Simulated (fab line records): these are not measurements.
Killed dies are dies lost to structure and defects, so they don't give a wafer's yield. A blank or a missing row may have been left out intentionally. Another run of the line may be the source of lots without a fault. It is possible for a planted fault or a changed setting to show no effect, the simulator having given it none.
Problem report in the 8D (eight disciplines) form, filled by code || flow nandHarc || the parts of the form that need people (team, actions taken, sign-off) are left out

## 1. WHAT WENT WRONG
killedDies at NHARC_END_SORT_01 reads a mean of 108 on 1 wafer of 1 lot; wafers without a fault read 46 with a standard deviation of 10. That puts it +6.2 standard deviations away from the usual mean.
Earliest sighting: wafer L246.3 on prober-01 at day 31 02:07. The record holds 3 wafers of 1 lot with a number at this step. Rule for "out" (also "out of limits"): further than 4 standard deviations from the usual mean. Any other wafer with a number is counted as sound.

## 2. WHAT IT IS; WHAT IT IS NOT
{"question": "which readings at this step", "is": "killedDies, killedAtArray", "is not": "killedAtOther, killedAtPeriphery, killedOpen, killedShort"}
{"question": "which lots", "is": "L246", "is not": "-"}
{"question": "which wafers of those lots", "is": "L246.3", "is not": "L246.1, L246.2"}
{"question": "read on which gauges", "is": "prober-01", "is not": "-"}
{"question": "when", "is": "from day 31 02:07", "is not": "up to then (2 sound wafers)"}

## 3. SUSPECTS, AND WHAT RULES EACH OUT
Counting: any tool at a process step up to the reading remains a suspect provided it ran every lot that is out. Sound lots after the first of them don't rule it out here, since some wafers of a struck lot are sound.
- the gauge at NHARC_END_SORT_01: kept. All the wafers that are out were read on prober-01, and no step on other tools shows them out.
- rieDiel-01 at NHARC_A_STAIRCASE_TRIM_226 (chemistry O2, time 211.2 s): kept. It ran the lot that is out, L246 (day 22 20:47).
- pvdSputter-03 at NHARC_A_BONDPAD_PVD_27 (deposits Cu, target thk 30 nm, time 20.49 s): kept. It ran the lot that is out, L246 (day 29 14:43). With no start given for some of its lots, NHARC_A_BONDPAD_PVD_27 uses the hours and lot order of NHARC_A_BONDPAD_ANNEAL_28.
- rtpAnneal-01 at NHARC_A_BONDPAD_ANNEAL_28 (time 90 s): kept. It ran the lot that is out, L246 (day 29 14:43).
- rieSi-04 at NHARC_THIN_TSV_ETCH_15 (target depth 3000 nm, bosch target overetch cycles 2, bosch etch step 2.8 s): kept. It ran the lot that is out, L246 (day 30 10:19).
- rieDiel-01, NHARC_A_STAIRCASE_TRIM_226: wafers that are out in chamber 3, sound lot-mates in chambers 1, 2.
- rieSi-04, NHARC_THIN_TSV_ETCH_15: wafers that are out in chamber 3, sound lot-mates in chambers 0, 1.
Left after counting: rieDiel-01 at NHARC_A_STAIRCASE_TRIM_226, pvdSputter-03 at NHARC_A_BONDPAD_PVD_27, rtpAnneal-01 at NHARC_A_BONDPAD_ANNEAL_28, rieSi-04 at NHARC_THIN_TSV_ETCH_15, prober-01 at NHARC_END_SORT_01.

## 4. THE CAUSE (what the simulator had put in)
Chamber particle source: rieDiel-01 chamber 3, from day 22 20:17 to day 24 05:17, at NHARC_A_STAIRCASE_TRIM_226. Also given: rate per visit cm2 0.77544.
Counting left 5 suspects, and this tool is among them.

## 5. THE CHAIN OF EFFECTS, in route order
Each row: a reading where the mean over the struck wafers with a number is more than 3 standard deviations away from the usual. Only readings whose record carries a usual standard deviation are examined. hours: median over the lots of the time between each lot's start at the first step of this table that gives one and its start at this step. sigmas: the change, counted in usual standard deviations.
{"hours": 0, "step": "NHARC_END_SORT_01", "reading": "killedAtArray", "usual": 41, "on struck wafers": 101, "change": "+60", "sigmas": "+6.0"}
{"hours": 0, "step": "NHARC_END_SORT_01", "reading": "killedDies", "usual": 46, "on struck wafers": 108, "change": "+62", "sigmas": "+6.2"}

## 6. HOW IT WOULD HAVE BEEN CAUGHT EARLIER
In this record the first reading out of limits at a measuring or inspecting step was taken at day 31 02:07, 198 hours after the fault began at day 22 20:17.
No tool reading at NHARC_A_STAIRCASE_TRIM_226 that has a usual standard deviation in the record was out on any struck wafer, so an alarm limit of 4 standard deviations on those readings would not have fired.
By day 31 02:07, every lot that is out (1) had started NHARC_A_STAIRCASE_TRIM_226 on rieDiel-01. Had the tool been put on hold then, not one of them would have been saved.
